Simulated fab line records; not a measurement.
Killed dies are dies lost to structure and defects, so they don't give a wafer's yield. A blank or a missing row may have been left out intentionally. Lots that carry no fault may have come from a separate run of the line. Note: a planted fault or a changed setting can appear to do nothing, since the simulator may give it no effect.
A struck lot beside a sound one ; flow nand harc ; 38 out of 1159 route steps
Sound: the wafers L277.1, L277.2, L277.6. Struck: wafers L292.2, L292.3, L292.6. The cause comes at the end.
Per side, at each step with rows, come the tool, then ch with its chambers, and then its first start. Under that, the readings that differ: sound wafers ; struck wafers ; difference of the means ; sigmas: that difference in standard deviations of wafers without a fault.
alike: readings whose means differ by less than 2 such deviations, and words and numbers that are the same on both sides. not compared: withheld readings, readings that some wafer has no value for, bounds like >300 that may hide the same value, and numbers for which the record gives no deviation and whose values overlap.
The two part at a step that has a row with sigmas, a row that says differs or no value, or rows on one side only. Numbers that don't overlap but have no deviation are shown without sigmas and don't part them. A reading missing from all wafers of one side parts the sides only when that side holds two or more wafers.

NHARC_A_SOURCE_PLATE_THK_MEAS_06: measures by ellipsometry.
  struck on film metro-02, day 12 14:38; sound on film metro-02, day 9 04:38
  alike: thk nm
NHARC_A_SOURCE_PLATE_INSPECT_08:
  struck on defect inspect-02, day 12 14:42; sound on defect inspect-02, day 9 04:41
  alike: raw defect count
after that, 1 step with no rows for these wafers: NHARC_A_ONON_D1_DEP_00 (target thk 1000 nm).
NHARC_A_ONON_D1_THK_MEAS_02: measures by ellipsometry.
  struck on film metro-01, day 12 15:16; sound on film metro-01, day 9 05:16
reading;sound;struck;difference;sigmas
thk nm (nm);977 977 981;1009 1008 1010;+31;+3
after that, 1 step with no rows for these wafers: NHARC_A_ONON_D1_DEP_03 (target thk 1000 nm).
NHARC_A_ONON_D1_THK_MEAS_05: measures by ellipsometry.
  struck on film metro-01, day 12 15:50; sound on film metro-01, day 9 05:58
  alike: thk nm
after that, 1 step with no rows for these wafers: NHARC_A_ONON_D1_DEP_06 (target thk 1000 nm).
NHARC_A_ONON_D1_THK_MEAS_08: measures by ellipsometry.
  struck on film metro-01, day 12 16:25; sound on film metro-01, day 9 06:32
  alike: thk nm
after that, 1 step with no rows for these wafers: NHARC_A_ONON_D1_DEP_09 (target thk 1000 nm).
NHARC_A_ONON_D1_THK_MEAS_11: measures by ellipsometry.
  struck on film metro-02, day 12 16:59; sound on film metro-02, day 9 07:07
  alike: thk nm
NHARC_A_ONON_D1_DEP_12: target thk 1000 nm.
  sound on pecvd onon-04 ch 0, day 9 07:10; struck on pecvd onon-03 ch 0, day 12 17:05
  alike: susceptor temp C
NHARC_A_ONON_D1_THK_MEAS_14: measures by ellipsometry.
  struck on film metro-02, day 12 17:32; sound on film metro-02, day 9 07:40
  alike: thk nm
then, 2 steps without rows for these wafers: NHARC_A_ONON_D1_ANNEAL_15 (time 3600 s); NHARC_A_ONON_D1_DEP_16 (target thk 1000 nm).
NHARC_A_ONON_D1_THK_MEAS_18: measures by ellipsometry.
  struck on film metro-01, day 13 00:45; sound on film metro-01, day 9 14:37
  alike: thk nm
after that, 1 step with no rows for these wafers: NHARC_A_ONON_D1_DEP_19 (target thk 1000 nm).
NHARC_A_ONON_D1_THK_MEAS_21: measures by ellipsometry.
  struck on film metro-02, day 13 01:19; sound on film metro-02, day 9 15:11
reading;sound;struck;difference;sigmas
thk nm (nm);1014 1014 1014;999 999 999;-15;-2
after that, 1 step with no rows for these wafers: NHARC_A_ONON_D1_DEP_22 (target thk 1000 nm).
NHARC_A_ONON_D1_THK_MEAS_24: measures by ellipsometry.
  struck on film metro-01, day 13 01:53; sound on film metro-01, day 9 15:45
  alike: thk nm
after that, 1 step with no rows for these wafers: NHARC_A_ONON_D1_DEP_25 (target thk 1000 nm).
NHARC_A_ONON_D1_THK_MEAS_27: measures by ellipsometry.
  struck on film metro-01, day 13 02:26; sound on film metro-02, day 9 16:19
  alike: thk nm
after that, 1 step with no rows for these wafers: NHARC_A_ONON_D1_DEP_28 (target thk 1000 nm).
NHARC_A_ONON_D1_THK_MEAS_30: measures by ellipsometry.
  struck on film metro-02, day 13 03:01; sound on film metro-02, day 9 16:53
  alike: thk nm
NHARC_A_ONON_D1_DEP_33: deposits SiO2, target thk 200 nm.
  sound on pecvd-01 ch 0,1, day 9 16:56; struck on pecvd-02 ch 0,1,2, day 13 03:04
  alike: heater power outer w, heater power w, susceptor temp C, throttle valve pct
NHARC_A_ONON_D1_THK_MEAS_34: measures by ellipsometry.
  struck on film metro-01, day 13 03:29; sound on film metro-02, day 9 17:21
  alike: thk nm
NHARC_A_CHANNEL_HOLE_D1_DEP_00: deposits aC, target thk 3100 nm.
  sound on acl dep-01 ch 0, day 9 17:58; struck on acl dep-03 ch 0, day 13 04:11
reading;sound;struck;difference;sigmas
susceptor temp C (C);- - -;399.86 399.93 400.26;no value on the sound wafers;
  alike: throttle valve pct
NHARC_A_CHANNEL_HOLE_D1_DEP_01: deposits SiON, target thk 140 nm.
  sound on pecvd-02 ch 0,2, day 9 19:52; struck on pecvd-01 ch 0,1,2, day 13 05:52
  alike: heater power outer w, heater power w, susceptor temp C
then, 10 steps without rows for these wafers: NHARC_A_CHANNEL_HOLE_D1_DEHYDRATE_02 (time 120 s); NHARC_A_CHANNEL_HOLE_D1_HMDS_03 (time 30 s); NHARC_A_CHANNEL_HOLE_D1_COAT_36 (time 75 s); NHARC_A_CHANNEL_HOLE_D1_COAT_37 (time 65 s); NHARC_A_CHANNEL_HOLE_D1_COAT_04 (resist thk 90 nm); NHARC_A_CHANNEL_HOLE_D1_SOFTBAKE_05 (time 55 s); NHARC_A_CHANNEL_HOLE_D1_EBR_06; NHARC_A_CHANNEL_HOLE_D1_EXPOSE_07 (exposes mask HOLE D1, target cd 100 nm); NHARC_A_CHANNEL_HOLE_D1_PEB_08 (peb time 65 s); NHARC_A_CHANNEL_HOLE_D1_DEVELOP_09 (develop time 35 s).
-- the record jumps here: 11 days lie between the struck wafers' starts before and after (it left off in module A_CHANNEL_HOLE_D1 and takes up again in module END, whose first step shown is number 1159 of the route) --
NHARC_END_SORT_01:
  here the record holds rows for the struck wafers (prober-02 ch 0, day 24 16:49) but none for the sound ones

## WHERE THEY PART
At NHARC_A_ONON_D1_THK_MEAS_02 first; at NHARC_END_SORT_01 last (within this record only).

WHY: what the simulator had put in
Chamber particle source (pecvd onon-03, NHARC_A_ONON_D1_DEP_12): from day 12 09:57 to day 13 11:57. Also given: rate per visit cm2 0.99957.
